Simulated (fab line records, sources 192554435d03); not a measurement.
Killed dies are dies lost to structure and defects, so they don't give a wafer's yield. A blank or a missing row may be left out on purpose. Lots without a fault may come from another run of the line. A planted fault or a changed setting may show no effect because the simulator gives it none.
Chamber matching | flow n5_finfet | N5_BEOL_M12_VIA_ETCH_16 on rie_diel-06: 4 sister chambers
The step etches SiOC in C4F8/O2/Ar, target depth 724.8 nm. 4 wafers are shown with their chamber, then 12 later ones without.

WAFERS WITH THEIR CHAMBER
wafer  | chamber | showerhead_plenum_p_Torr (Torr)
L082.4 | 2       | 3.54
L082.6 | 3       | 3.34
L085.2 | 0       | 3.54
L085.6 | 1       | 3.50

WAFERS WITHOUT THEIR CHAMBER
wafer  | showerhead_plenum_p_Torr (Torr)
L087.4 | 3.54
L087.5 | 3.33
L087.6 | 3.54
L089.1 | 3.33
L089.3 | 3.54
L089.5 | 3.54
L091.1 | 3.53
L091.5 | 3.33
L091.6 | 3.53
L096.1 | 3.49
L096.3 | 3.33
L096.5 | 3.53

WHICH CHAMBER EACH WENT THROUGH
wafer  | from the rows above     | in truth
L087.4 | can't be placed: 0 or 2 | 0
L087.5 | 3                       | 3
L087.6 | can't be placed: 0 or 2 | 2
L089.1 | 3                       | 3
L089.3 | can't be placed: 0 or 2 | 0
L089.5 | can't be placed: 0 or 2 | 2
L091.1 | can't be placed: 0 or 2 | 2
L091.5 | 3                       | 3
L091.6 | can't be placed: 0 or 2 | 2
L096.1 | 1                       | 1
L096.3 | 3                       | 3
L096.5 | can't be placed: 0 or 2 | 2
Placed correctly: 5 of 12. Can't be placed from these rows: 7 (the true chamber is among the candidates in 7). Placed wrongly: 0.
How it was worked out, from the rows above alone: a wafer's distance from a chamber is the root of the sum, over the readings, of the square of ((its reading less the chamber's mean) divided by the reading's scatter). The wafer belongs to the nearest chamber; if the next one is less than 2 further off, it can't be placed. A chamber's mean is the mean of its shown wafers. The scatter: with one shown wafer a chamber, the root of the mean of the squares of how far each hidden wafer lies from its nearest shown one.
